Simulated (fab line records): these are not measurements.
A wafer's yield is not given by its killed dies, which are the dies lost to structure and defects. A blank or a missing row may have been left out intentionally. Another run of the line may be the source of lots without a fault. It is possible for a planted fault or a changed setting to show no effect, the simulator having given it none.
A lot that was struck, set against a sound lot ; flow n5_finfet ; 40 steps out of a route of 1938
Sound: wafers L156.1, L156.3, L156.6. The struck wafers were L155.2, L155.5, L155.6. At the end, the cause is stated.
Per side, at each step with rows, come the tool, then ch with its chambers, and then its first start. Under that, the readings that differ: sound wafers ; struck wafers ; difference of the means ; sigmas: that difference in standard deviations of wafers without a fault.
alike: same words and numbers on both sides, and readings whose means sit less than 2 such deviations apart. not compared: any withheld reading, any reading some wafer has no value for, any bound like >300 that may hide the same value, and any number with overlapping values for which the record gives no deviation.
The two part at a step that has a row with sigmas, a row that says differs or no value, or rows on one side only. Non-overlapping numbers with no deviation appear without sigmas and do not part them. A reading missing from all wafers of one side parts the sides only when that side holds two or more wafers.

first, 9 steps without rows for these wafers: N5_FIN_SAQP_EBR_12; N5_FIN_SAQP_SOFTBAKE_11 (time 60 s); N5_FIN_SAQP_EXPOSE_13 (exposes mask FIN CORE, target cd 35.6 nm); N5_FIN_SAQP_PEB_14 (peb time 60 s); N5_FIN_SAQP_DEVELOP_15 (develop time 30 s); N5_FIN_SAQP_DESCUM_21 (chemistry O2, time 7.9 s); N5_FIN_SAQP_ETCH_51 (etches SiARC in CF4, target depth 45.5 nm, time 75.8 s); N5_FIN_SAQP_ETCH_52 (etches SOC in N2/H2, target depth 100 nm, overetch 20 nm, time 150 s); N5_FIN_SAQP_STRIP_53 (strips in N2/H2).
N5_FIN_SAQP_HM_OPEN_73: chemistry CHF3/O2, target SiO2, stops on a-Si, target depth 12 nm, time 16.8 s.
  sound on rie_diel-01 ch 0,2,3, day 7 16:29; struck on rie_diel-05 ch 0,1,3, day 7 09:58
reading;sound;struck;difference;sigmas
bias_w (W);169.3 169.5 170.1;170.2 171.1 170.8;+1.1;+2
  alike: CHF3_flow_sccm, drypump_motor_current_A, oes_f_703_au, oes_product_au, rf_vpp_V, showerhead_plenum_p_Torr, throttle_valve_pct
  not compared: rf_hours_counter_h
then, 26 steps without rows for these wafers: N5_FIN_SAQP_STRIP_74 (strips in CHF3/O2); N5_FIN_SAQP_MANDREL_ETCH_22 (etches a-Si in HBr/Cl2, stops on SiNx, target depth 60 nm, bt time 10 s, time 30 s); N5_FIN_SAQP_STRIP_55 (strips in N2/H2); N5_FIN_SAQP_STRIP_23 (strips in SPM, time 750 s); N5_FIN_SAQP_SRD_66 (time 30 s); N5_FIN_SAQP_RECESS_75 (chemistry HF/NH3, target SiO2, target depth 14.4 nm, afs cycles 3, sublimation time 60 s); N5_FIN_SAQP_SPACER1_ALD_24 (deposits SiO2, target thk 20.3 nm, pulse time 1 s, purge time 2 s); N5_FIN_SAQP_SPACER1_ETCHBACK_25 (etches SiO2 in CHF3/O2, target depth 24.4 nm, time 12.2 s); N5_FIN_SAQP_MANDREL1_REMOVE_56 (chemistry HBr/Cl2/O2, target a-Si, stops on SiNx, bt time 10 s); N5_FIN_SAQP_ETCH_57 (etches SiNx in CH3F/O2, target depth 32.5 nm, time 46.4 s); N5_FIN_SAQP_ETCH_65 (etches SiO2 in CF4, target depth 4 nm, time 4.4 s); N5_FIN_SAQP_MANDREL_ETCH_58 (etches a-Si in HBr/Cl2, stops on SiNx, target depth 45 nm, bt time 10 s, time 27 s); N5_FIN_SAQP_RECESS_63 (chemistry HF/NH3, target SiO2, target depth 18 nm, afs cycles 3, sublimation time 60 s); N5_FIN_SAQP_COAT_68 (time 60 s, resist thk 100 nm); N5_FIN_SAQP_ETCH_69 (etches SOC in N2/H2, stops on SiNx, target depth 150 nm); N5_FIN_SAQP_ETCH_67 (etches SiNx in CH3F/O2, target depth 30 nm); N5_FIN_SAQP_STRIP_70 (strips in N2/H2); N5_FIN_SAQP_RECESS_71 (chemistry HF/NH3, target SiO2, target depth 3 nm, afs cycles 1, sublimation time 60 s); N5_FIN_SAQP_SPACER2_ALD_28 (deposits SiO2, target thk 8.1 nm, pulse time 1 s, purge time 2 s); N5_FIN_SAQP_SPACER2_ETCHBACK_29 (etches SiO2 in CHF3/O2, target depth 12.2 nm, time 6.1 s); N5_FIN_SAQP_MANDREL2_REMOVE_60 (chemistry HBr/Cl2/O2, target a-Si, stops on SiNx, bt time 10 s); N5_FIN_SAQP_HM_OPEN_33 (chemistry CH3F/O2, target SiNx, target depth 49.4 nm, time 70.6 s); N5_FIN_SAQP_ETCH_34 (etches SiO2 in C4F6/O2, target depth 45 nm, time 15 s); N5_FIN_SAQP_STRIP_77 (strips in N2/H2, time 90 s); N5_FIN_SAQP_ETCH_64 (etches SiO2 in CF4, target depth 1.5 nm); N5_FIN_SAQP_FIN_ETCH_36 (etches the open film in HBr/Cl2/O2, target depth 120 nm, time 50.4 s).
N5_FIN_SAQP_INSPECT_40: inspects for defects (brightfield).
  sound on defect_inspect-01, day 7 21:10; struck on defect_inspect-01, day 7 14:08
reading;sound;struck;difference;sigmas
raw_defect_count;286 243 155;628 696 724;+455;+6
N5_FIN_CUT_INSPECT_10: inspects for defects (brightfield).
  sound on defect_inspect-02, day 7 21:34; struck on defect_inspect-02, day 7 14:40
reading;sound;struck;difference;sigmas
raw_defect_count;55 49 37;417 453 448;+392;+33
-- record jumps: 6 days separate the struck wafers' starts on either side; left off in module FIN_CUT, taken up again in module BEOL_M4, whose first shown step is the route's number 1111 --
N5_BEOL_M4_RC_MEAS_101:
  sound on prober-01 ch 0, day 13 21:56; struck on prober-01 ch 0, day 13 14:17
  alike: DIBL_N, DIBL_P, IOFF_N, IOFF_P, ION_N, ION_P, SS_N, SS_P, VT_N, VT_P
-- the record jumps here: 4 days lie between the struck wafers' starts before and after (it left off in module BEOL_M4 and takes up again in module PASSIVATION, whose first step shown is number 1936 of the route) --
N5_PASSIVATION_PROBE_49:
  the record has rows for the struck wafers here (prober-02, day 17 23:25) and none for the sound ones

== WHERE THEY PART ==
Last at N5_PASSIVATION_PROBE_49 as far as this record goes, first at N5_FIN_SAQP_HM_OPEN_73.

WHY: what the simulator had put in
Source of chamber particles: rie_diel-05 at N5_FIN_SAQP_HM_OPEN_73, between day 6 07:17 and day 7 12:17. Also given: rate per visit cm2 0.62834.
